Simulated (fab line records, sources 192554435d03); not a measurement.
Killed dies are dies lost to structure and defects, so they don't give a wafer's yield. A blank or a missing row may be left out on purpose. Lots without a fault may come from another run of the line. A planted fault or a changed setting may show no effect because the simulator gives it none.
One fault seen from 2 desks | flow n5_finfet | each desk has only its own numbers; what lay behind them comes last

THE METROLOGY DESK
What the gauges read, lot by lot, whatever tool the lot ran on: means of the sampled wafers that have a number. A lot is out of limits, marked OUT, if its mean lies more than 4 standard deviations from the usual mean; the brackets give that distance. Of its 10 readings 7 are shown: those that lie furthest out on some lot.
Columns: A = IOFF_N at N5_BEOL_M4_RC_MEAS_101, usual 0.16 nA/um; B = IOFF_P at N5_BEOL_M4_RC_MEAS_101, usual 0.21 nA/um; C = ION_N at N5_BEOL_M4_RC_MEAS_101, usual 671 uA/um; D = ION_P at N5_BEOL_M4_RC_MEAS_101, usual 461 uA/um; E = SS_N at N5_BEOL_M4_RC_MEAS_101, usual 71.5 mV/dec; F = VT_N at N5_BEOL_M4_RC_MEAS_101, usual 251 mV; G = VT_P at N5_BEOL_M4_RC_MEAS_101, usual -250 mV
lot  | first seen here | A    | B    | C   | D   | E    | F   | G
L961 | day 9 23:25     | 0.17 | 0.22 | 685 | 469 | 71.7 | 248 | -250
L966 | day 11 04:28    | 0.11 | 0.17 | 658 | 457 | 70.6 | 254 | -251
L969 | day 11 18:34    | 0.11 | 0.17 | 651 | 454 | 71.0 | 255 | -251
L979 | day 14 07:01    | 0.10 | 0.14 | 653 | 449 | 70.7 | 258 | -259
This desk's finding: nothing out of limits on any of the 4 lots.

THE TOOL OWNER'S DESK: litho_track-04
The tool's own readings at N5_BEOL_M4_COAT_22 (resist thk 30 nm): means of the sampled wafers that have a number, for each lot that ran on this tool. A lot is out of limits, marked OUT, if its mean lies more than 4 standard deviations from the usual mean; the brackets give that distance.
Columns: A = spin_speed_rpm at N5_BEOL_M4_COAT_22, usual 1500.2 rpm
lot  | first seen here | A
L961 | day 9 13:51     | 1500.5
L966 | day 10 14:33    | 1451.3 (-60) OUT
L969 | day 11 11:10    | 1449.7 (-62) OUT
This desk's finding: out of limits on L966, L969; first on L966, day 10 14:33 (spin_speed_rpm at N5_BEOL_M4_COAT_22). In limits: L961.

PUT TOGETHER
The tool owner's desk could have raised an alarm at day 10 14:33, on L966, L969.
The metrology desk saw nothing out of limits.
The metrology desk has L966, L969 on record, within its limits.
Of the lots named, all ran N5_BEOL_M4_COAT_22 on litho_track-04.

WHAT THE SIMULATOR HAD PUT IN
Process parameter drift: litho_track-04, from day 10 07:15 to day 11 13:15, at N5_BEOL_M4_COAT_22. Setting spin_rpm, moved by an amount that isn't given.
Lots struck among those shown: L966, L969.
Hours from the fault's start to each desk's first reading out of limits: the tool owner's desk, 7.
